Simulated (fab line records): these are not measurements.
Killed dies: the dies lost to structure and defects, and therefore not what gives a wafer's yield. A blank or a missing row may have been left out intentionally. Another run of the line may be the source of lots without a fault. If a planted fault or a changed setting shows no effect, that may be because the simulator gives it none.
What tool caused it? || flow nand_harc || 39 wafers from 13 lots sampled at 6 of the route's 1302 steps

## WHAT EACH GAUGE READ, for each wafer
NHARC_P_M0_CD_MEAS_16. Usual: cd_nm 90.0 nm, standard deviation 0.79.
{"lot": "L131", "measured": "day 6 10:26", "on": "cd_sem-02", "cd_nm (nm)": "91.0 90.4 91.6", "flag": ""}
{"lot": "L133", "measured": "day 7 13:08", "on": "cd_sem-01", "cd_nm (nm)": "90.6 89.3 89.8", "flag": ""}
{"lot": "L137", "measured": "day 8 21:18", "on": "cd_sem-03", "cd_nm (nm)": "90.1 89.4 90.1", "flag": ""}
{"lot": "L139", "measured": "day 9 15:27", "on": "cd_sem-01", "cd_nm (nm)": "91.5 90.3 89.9", "flag": ""}
{"lot": "L138", "measured": "day 9 16:14", "on": "cd_sem-03", "cd_nm (nm)": "89.9 90.2 88.0", "flag": ""}
{"lot": "L143", "measured": "day 12 03:54", "on": "cd_sem-02", "cd_nm (nm)": "90.8 88.9 91.6", "flag": ""}
{"lot": "L145", "measured": "day 12 10:31", "on": "cd_sem-02", "cd_nm (nm)": "89.2 89.6 87.9", "flag": ""}
{"lot": "L147", "measured": "day 13 05:25", "on": "cd_sem-02", "cd_nm (nm)": "89.4 89.5 90.2", "flag": ""}
{"lot": "L149", "measured": "day 14 05:47", "on": "cd_sem-02", "cd_nm (nm)": "89.5 89.9 90.0", "flag": ""}
{"lot": "L150", "measured": "day 14 12:18", "on": "cd_sem-02", "cd_nm (nm)": "89.0 90.8 90.6", "flag": ""}
{"lot": "L151", "measured": "day 15 03:10", "on": "cd_sem-01", "cd_nm (nm)": "89.9 88.8 89.6", "flag": ""}
{"lot": "L152", "measured": "day 15 05:59", "on": "cd_sem-03", "cd_nm (nm)": "89.6 91.4 89.8", "flag": ""}
{"lot": "L153", "measured": "day 15 14:27", "on": "cd_sem-02", "cd_nm (nm)": "88.9 90.8 89.9", "flag": ""}

NHARC_P_M1_CD_MEAS_09 targets a cd of 130 nm. Usual: cd_nm 130.2 nm, standard deviation 0.54.
{"lot": "L131", "measured": "day 6 13:58", "on": "cd_sem-03", "cd_nm (nm)": "129.3 129.4 130.4", "flag": ""}
{"lot": "L133", "measured": "day 7 16:44", "on": "cd_sem-01", "cd_nm (nm)": "129.6 130.8 129.4", "flag": ""}
{"lot": "L137", "measured": "day 9 00:53", "on": "cd_sem-03", "cd_nm (nm)": "129.6 129.0 130.4", "flag": ""}
{"lot": "L139", "measured": "day 9 19:00", "on": "cd_sem-01", "cd_nm (nm)": "130.2 130.1 130.8", "flag": ""}
{"lot": "L138", "measured": "day 9 19:55", "on": "cd_sem-02", "cd_nm (nm)": "130.1 129.6 130.1", "flag": ""}
{"lot": "L143", "measured": "day 12 07:31", "on": "cd_sem-02", "cd_nm (nm)": "132.1 131.5 132.4", "flag": "OFF"}
{"lot": "L145", "measured": "day 12 14:04", "on": "cd_sem-03", "cd_nm (nm)": "129.9 130.1 130.0", "flag": ""}
{"lot": "L147", "measured": "day 13 09:00", "on": "cd_sem-02", "cd_nm (nm)": "132.5 132.2 132.1", "flag": "OFF"}
{"lot": "L149", "measured": "day 14 09:20", "on": "cd_sem-03", "cd_nm (nm)": "129.9 130.6 130.3", "flag": ""}
{"lot": "L150", "measured": "day 14 15:53", "on": "cd_sem-01", "cd_nm (nm)": "129.7 131.0 129.4", "flag": ""}
{"lot": "L151", "measured": "day 15 07:07", "on": "cd_sem-01", "cd_nm (nm)": "129.9 130.1 130.5", "flag": ""}
{"lot": "L152", "measured": "day 15 09:32", "on": "cd_sem-02", "cd_nm (nm)": "129.5 129.8 130.8", "flag": ""}
{"lot": "L153", "measured": "day 15 18:05", "on": "cd_sem-01", "cd_nm (nm)": "130.5 131.0 130.5", "flag": ""}

NHARC_END_SORT_01. Usual: defect_limited_yield is 90.6 % with standard deviation 2.9, killed_at_array is 59 with standard deviation 20, killed_at_other is 0.8 with standard deviation 1.2, killed_at_periphery is 3.5 with standard deviation 2.2, killed_dies is 63 with standard deviation 20, killed_open is 3.3 with standard deviation 1.8, and killed_short is 2.6 with standard deviation 1.7.
{"lot": "L131", "measured": "day 24 16:27", "on": "prober-01", "defect_limited_yield (%)": "92.3 92.3 91.3", "killed_at_array": "50 50 53", "killed_at_other": "0 0 0", "killed_at_periphery": "2 2 6", "killed_dies": "52 52 59", "killed_open": "3 1 3", "killed_short": "4 0 1", "flag": ""}
{"lot": "L133", "measured": "day 25 16:22", "on": "prober-01", "defect_limited_yield (%)": "89.2 89.5 88.3", "killed_at_array": "71 68 79", "killed_at_other": "0 0 0", "killed_at_periphery": "2 3 0", "killed_dies": "73 71 79", "killed_open": "0 5 2", "killed_short": "1 2 1", "flag": ""}
{"lot": "L137", "measured": "day 27 13:14", "on": "prober-02", "defect_limited_yield (%)": "89.8 87.0 89.2", "killed_at_array": "68 85 72", "killed_at_other": "0 1 0", "killed_at_periphery": "1 2 1", "killed_dies": "69 88 73", "killed_open": "2 4 3", "killed_short": "0 2 1", "flag": ""}
{"lot": "L139", "measured": "day 28 03:18", "on": "prober-02", "defect_limited_yield (%)": "85.5 87.1 84.5", "killed_at_array": "96 81 99", "killed_at_other": "1 3 3", "killed_at_periphery": "1 3 3", "killed_dies": "98 87 105", "killed_open": "3 3 2", "killed_short": "1 2 3", "flag": ""}
{"lot": "L138", "measured": "day 27 18:38", "on": "prober-01", "defect_limited_yield (%)": "94.2 95.6 93.6", "killed_at_array": "39 28 39", "killed_at_other": "0 0 0", "killed_at_periphery": "0 2 4", "killed_dies": "39 30 43", "killed_open": "3 5 4", "killed_short": "6 2 7", "flag": ""}
{"lot": "L143", "measured": "day 29 21:08", "on": "prober-01", "defect_limited_yield (%)": "93.6 94.2 95.6", "killed_at_array": "39 35 27", "killed_at_other": "1 0 1", "killed_at_periphery": "3 4 2", "killed_dies": "43 39 30", "killed_open": "2 6 2", "killed_short": "1 2 1", "flag": ""}
{"lot": "L145", "measured": "day 30 13:58", "on": "prober-01", "defect_limited_yield (%)": "93.2 94.1 94.2", "killed_at_array": "43 37 38", "killed_at_other": "0 0 0", "killed_at_periphery": "3 3 1", "killed_dies": "46 40 39", "killed_open": "4 3 2", "killed_short": "1 1 2", "flag": ""}
{"lot": "L147", "measured": "day 32 04:00", "on": "prober-02", "defect_limited_yield (%)": "93.9 93.8 93.9", "killed_at_array": "36 41 36", "killed_at_other": "0 0 0", "killed_at_periphery": "5 1 5", "killed_dies": "41 42 41", "killed_open": "4 1 3", "killed_short": "4 0 0", "flag": ""}
{"lot": "L149", "measured": "day 32 19:56", "on": "prober-01", "defect_limited_yield (%)": "87.7 89.7 90.0", "killed_at_array": "76 60 63", "killed_at_other": "2 3 4", "killed_at_periphery": "5 7 1", "killed_dies": "83 70 68", "killed_open": "7 2 2", "killed_short": "3 3 2", "flag": ""}
{"lot": "L150", "measured": "day 33 00:58", "on": "prober-02", "defect_limited_yield (%)": "93.4 92.6 92.9", "killed_at_array": "39 42 40", "killed_at_other": "0 0 0", "killed_at_periphery": "6 8 8", "killed_dies": "45 50 48", "killed_open": "7 2 5", "killed_short": "2 2 5", "flag": ""}
{"lot": "L151", "measured": "day 33 09:48", "on": "prober-01", "defect_limited_yield (%)": "91.7 92.8 92.3", "killed_at_array": "51 45 45", "killed_at_other": "0 1 1", "killed_at_periphery": "5 3 6", "killed_dies": "56 49 52", "killed_open": "2 2 5", "killed_short": "3 0 3", "flag": ""}
{"lot": "L152", "measured": "day 34 04:30", "on": "prober-02", "defect_limited_yield (%)": "87.9 89.4 87.0", "killed_at_array": "75 66 84", "killed_at_other": "1 3 0", "killed_at_periphery": "6 3 4", "killed_dies": "82 72 88", "killed_open": "3 2 1", "killed_short": "3 6 1", "flag": ""}
{"lot": "L153", "measured": "day 35 00:32", "on": "prober-01", "defect_limited_yield (%)": "90.8 89.8 90.3", "killed_at_array": "61 68 66", "killed_at_other": "0 0 0", "killed_at_periphery": "1 1 0", "killed_dies": "62 69 66", "killed_open": "0 3 4", "killed_short": "3 0 1", "flag": ""}

## TOOL THAT RAN EACH LOT (tool first, then ch and the chambers of the sampled wafers, then the start)
{"lot": "L131", "NHARC_P_M0_DEGAS_28": "pvd_sputter-03, day 6 11:07", "NHARC_P_M0_PVD_20": "pvd_sputter-03, day 6 13:50 or earlier", "NHARC_P_M1_EXPOSE_06": "arfi_scanner-02 ch 0, day 6 13:50"}
{"lot": "L133", "NHARC_P_M0_DEGAS_28": "pvd_sputter-03, day 7 13:49", "NHARC_P_M0_PVD_20": "pvd_sputter-03, day 7 16:36 or earlier", "NHARC_P_M1_EXPOSE_06": "arfi_scanner-01 ch 0, day 7 16:36"}
{"lot": "L137", "NHARC_P_M0_DEGAS_28": "pvd_sputter-03, day 8 21:56", "NHARC_P_M0_PVD_20": "pvd_sputter-03, day 9 00:45 or earlier", "NHARC_P_M1_EXPOSE_06": "arfi_scanner-02 ch 0, day 9 00:45"}
{"lot": "L139", "NHARC_P_M0_DEGAS_28": "pvd_sputter-03, day 9 16:04", "NHARC_P_M0_PVD_20": "pvd_sputter-03, day 9 18:52 or earlier", "NHARC_P_M1_EXPOSE_06": "arfi_scanner-01 ch 0, day 9 18:52"}
{"lot": "L138", "NHARC_P_M0_DEGAS_28": "pvd_sputter-02, day 9 16:52", "NHARC_P_M0_PVD_20": "pvd_sputter-02, day 9 19:46 or earlier", "NHARC_P_M1_EXPOSE_06": "arfi_scanner-02 ch 0, day 9 19:46"}
{"lot": "L143", "NHARC_P_M0_DEGAS_28": "pvd_sputter-03, day 12 04:33", "NHARC_P_M0_PVD_20": "pvd_sputter-03, day 12 07:23 or earlier", "NHARC_P_M1_EXPOSE_06": "arfi_scanner-03 ch 0, day 12 07:23"}
{"lot": "L145", "NHARC_P_M0_DEGAS_28": "pvd_sputter-03, day 12 11:09", "NHARC_P_M0_PVD_20": "pvd_sputter-03, day 12 13:56 or earlier", "NHARC_P_M1_EXPOSE_06": "arfi_scanner-01 ch 0, day 12 13:56"}
{"lot": "L147", "NHARC_P_M0_DEGAS_28": "pvd_sputter-02, day 13 06:03", "NHARC_P_M0_PVD_20": "pvd_sputter-02, day 13 08:52 or earlier", "NHARC_P_M1_EXPOSE_06": "arfi_scanner-03 ch 0, day 13 08:52"}
{"lot": "L149", "NHARC_P_M0_DEGAS_28": "pvd_sputter-02, day 14 06:25", "NHARC_P_M0_PVD_20": "pvd_sputter-02, day 14 09:11 or earlier", "NHARC_P_M1_EXPOSE_06": "arfi_scanner-01 ch 0, day 14 09:11"}
{"lot": "L150", "NHARC_P_M0_DEGAS_28": "pvd_sputter-03, day 14 12:55", "NHARC_P_M0_PVD_20": "pvd_sputter-03, day 14 15:44 or earlier", "NHARC_P_M1_EXPOSE_06": "arfi_scanner-02 ch 0, day 14 15:44"}
{"lot": "L151", "NHARC_P_M0_DEGAS_28": "pvd_sputter-01, day 15 03:47", "NHARC_P_M0_PVD_20": "pvd_sputter-01, day 15 06:58 or earlier", "NHARC_P_M1_EXPOSE_06": "arfi_scanner-02 ch 0, day 15 06:58"}
{"lot": "L152", "NHARC_P_M0_DEGAS_28": "pvd_sputter-02, day 15 06:36", "NHARC_P_M0_PVD_20": "pvd_sputter-02, day 15 09:24 or earlier", "NHARC_P_M1_EXPOSE_06": "arfi_scanner-01 ch 0, day 15 09:24"}
{"lot": "L153", "NHARC_P_M0_DEGAS_28": "pvd_sputter-01, day 15 15:08", "NHARC_P_M0_PVD_20": "pvd_sputter-01, day 15 17:56 or earlier", "NHARC_P_M1_EXPOSE_06": "arfi_scanner-02 ch 0, day 15 17:56"}
- NHARC_P_M0_DEGAS_28: time 60 s.
- NHARC_P_M0_PVD_20: deposits TaN, target thk 5 nm, time 8.06 s.
- NHARC_P_M1_EXPOSE_06: exposes mask P M1, target cd 130 nm.

## WHAT THE TOOLS THEMSELVES READ (means of the sampled wafers that have a number; where no wafer has one, the mark that the record gives instead)
NHARC_P_M0_DEGAS_28. Usual: heater_power_w 345 W, standard deviation 36; susceptor_temp_C 249.99 C, standard deviation 0.17.
{"lot": "L131", "tool": "pvd_sputter-03", "heater_power_w (W)": 371, "susceptor_temp_C (C)": 249.95, "flag": ""}
{"lot": "L133", "tool": "pvd_sputter-03", "heater_power_w (W)": 367, "susceptor_temp_C (C)": 250.04, "flag": ""}
{"lot": "L137", "tool": "pvd_sputter-03", "heater_power_w (W)": 354, "susceptor_temp_C (C)": 249.94, "flag": ""}
{"lot": "L139", "tool": "pvd_sputter-03", "heater_power_w (W)": 351, "susceptor_temp_C (C)": 249.85, "flag": ""}
{"lot": "L138", "tool": "pvd_sputter-02", "heater_power_w (W)": 335, "susceptor_temp_C (C)": 249.89, "flag": ""}
{"lot": "L143", "tool": "pvd_sputter-03", "heater_power_w (W)": 353, "susceptor_temp_C (C)": 249.93, "flag": ""}
{"lot": "L145", "tool": "pvd_sputter-03", "heater_power_w (W)": 363, "susceptor_temp_C (C)": 250.12, "flag": ""}
{"lot": "L147", "tool": "pvd_sputter-02", "heater_power_w (W)": 359, "susceptor_temp_C (C)": 249.93, "flag": ""}
{"lot": "L149", "tool": "pvd_sputter-02", "heater_power_w (W)": 358, "susceptor_temp_C (C)": 250.01, "flag": ""}
{"lot": "L150", "tool": "pvd_sputter-03", "heater_power_w (W)": 341, "susceptor_temp_C (C)": 249.91, "flag": ""}
{"lot": "L151", "tool": "pvd_sputter-01", "heater_power_w (W)": 371, "susceptor_temp_C (C)": 249.96, "flag": ""}
{"lot": "L152", "tool": "pvd_sputter-02", "heater_power_w (W)": 363, "susceptor_temp_C (C)": 249.99, "flag": ""}
{"lot": "L153", "tool": "pvd_sputter-01", "heater_power_w (W)": 339, "susceptor_temp_C (C)": "-", "flag": "OFF"}

NHARC_P_M0_PVD_20. Usual: bias_v 169.0 V, standard deviation 1.6; throttle_valve_pct 30.4 %, standard deviation 0.89.
{"lot": "L131", "tool": "pvd_sputter-03", "bias_v (V)": 168.8, "throttle_valve_pct (%)": 29.8, "flag": ""}
{"lot": "L133", "tool": "pvd_sputter-03", "bias_v (V)": 169.1, "throttle_valve_pct (%)": 29.6, "flag": ""}
{"lot": "L137", "tool": "pvd_sputter-03", "bias_v (V)": 169.3, "throttle_valve_pct (%)": 30.3, "flag": ""}
{"lot": "L139", "tool": "pvd_sputter-03", "bias_v (V)": 170.5, "throttle_valve_pct (%)": 29.6, "flag": ""}
{"lot": "L138", "tool": "pvd_sputter-02", "bias_v (V)": 168.6, "throttle_valve_pct (%)": 31.2, "flag": ""}
{"lot": "L143", "tool": "pvd_sputter-03", "bias_v (V)": 169.9, "throttle_valve_pct (%)": 30.1, "flag": ""}
{"lot": "L145", "tool": "pvd_sputter-03", "bias_v (V)": 167.2, "throttle_valve_pct (%)": 29.4, "flag": ""}
{"lot": "L147", "tool": "pvd_sputter-02", "bias_v (V)": 169.2, "throttle_valve_pct (%)": 30.7, "flag": ""}
{"lot": "L149", "tool": "pvd_sputter-02", "bias_v (V)": 169.7, "throttle_valve_pct (%)": 31.2, "flag": ""}
{"lot": "L150", "tool": "pvd_sputter-03", "bias_v (V)": 167.9, "throttle_valve_pct (%)": 30.0, "flag": ""}
{"lot": "L151", "tool": "pvd_sputter-01", "bias_v (V)": 168.8, "throttle_valve_pct (%)": 30.3, "flag": ""}
{"lot": "L152", "tool": "pvd_sputter-02", "bias_v (V)": 168.1, "throttle_valve_pct (%)": 31.9, "flag": ""}
{"lot": "L153", "tool": "pvd_sputter-01", "bias_v (V)": 169.0, "throttle_valve_pct (%)": 30.1, "flag": ""}

NHARC_P_M1_EXPOSE_06. Usual: exposure_dose_mJ_cm2 81.74, standard deviation 0.078.
{"lot": "L131", "tool": "arfi_scanner-02", "exposure_dose_mJ_cm2": 81.72, "flag": ""}
{"lot": "L133", "tool": "arfi_scanner-01", "exposure_dose_mJ_cm2": 81.80, "flag": ""}
{"lot": "L137", "tool": "arfi_scanner-02", "exposure_dose_mJ_cm2": 81.74, "flag": ""}
{"lot": "L139", "tool": "arfi_scanner-01", "exposure_dose_mJ_cm2": 81.77, "flag": ""}
{"lot": "L138", "tool": "arfi_scanner-02", "exposure_dose_mJ_cm2": 81.79, "flag": ""}
{"lot": "L143", "tool": "arfi_scanner-03", "exposure_dose_mJ_cm2": 84.78, "flag": "OFF"}
{"lot": "L145", "tool": "arfi_scanner-01", "exposure_dose_mJ_cm2": 81.71, "flag": ""}
{"lot": "L147", "tool": "arfi_scanner-03", "exposure_dose_mJ_cm2": 83.96, "flag": "OFF"}
{"lot": "L149", "tool": "arfi_scanner-01", "exposure_dose_mJ_cm2": 81.74, "flag": ""}
{"lot": "L150", "tool": "arfi_scanner-02", "exposure_dose_mJ_cm2": 81.81, "flag": ""}
{"lot": "L151", "tool": "arfi_scanner-02", "exposure_dose_mJ_cm2": 81.76, "flag": ""}
{"lot": "L152", "tool": "arfi_scanner-01", "exposure_dose_mJ_cm2": 81.66, "flag": ""}
{"lot": "L153", "tool": "arfi_scanner-02", "exposure_dose_mJ_cm2": 81.71, "flag": ""}

## THE ANSWER, worked out from the rows above alone
Rule: a lot counts as off when the mean over its wafers that have a number is more than 3 standard deviations away from the usual mean. A lot without any number at a reading at which 4 lots or more have one is off too. Where the step has rows for the other lots, those lots are counted as sound. After the gauges, taken in route order, come the tools' own readings; for these a lot's mean is taken, as printed above. The first step at which some lot is off is used, and at that step the reading that is off furthest; a lot without a number counts as furthest.
Off: L143, L147 (NHARC_P_M1_CD_MEAS_09, cd_nm).
If a tool, at a process step before that reading, ran all the lots that are off and no sound lot after the first of them, it fits. The gauges at NHARC_P_M1_CD_MEAS_09 aren't tried: what is off there is off at NHARC_P_M1_EXPOSE_06 too, on other tools, and a gauge's error can't cause that. NHARC_P_M0_PVD_20: start missing for some lots; hours and lot order therefore follow NHARC_P_M1_EXPOSE_06. One fits: arfi_scanner-03 at NHARC_P_M1_EXPOSE_06. It ran no sound lot before its first lot that is off in this sample, so the start can't be narrowed down.
On the lots that are off, the tool's own readings at NHARC_P_M1_EXPOSE_06 differ by more than 5 times the standard deviation of the sound lots' means, which bears it out; exposure_dose_mJ_cm2 reads 84.37 there versus 81.75 on the sound lots.

## WHAT THE SIMULATOR HAD INSERTED
Process parameters drifting: arfi_scanner-03 at NHARC_P_M1_EXPOSE_06, beginning at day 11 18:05. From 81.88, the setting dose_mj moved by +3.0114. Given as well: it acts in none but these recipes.
Struck lots among those shown: L143, L147. The rule given above showed the same thing.
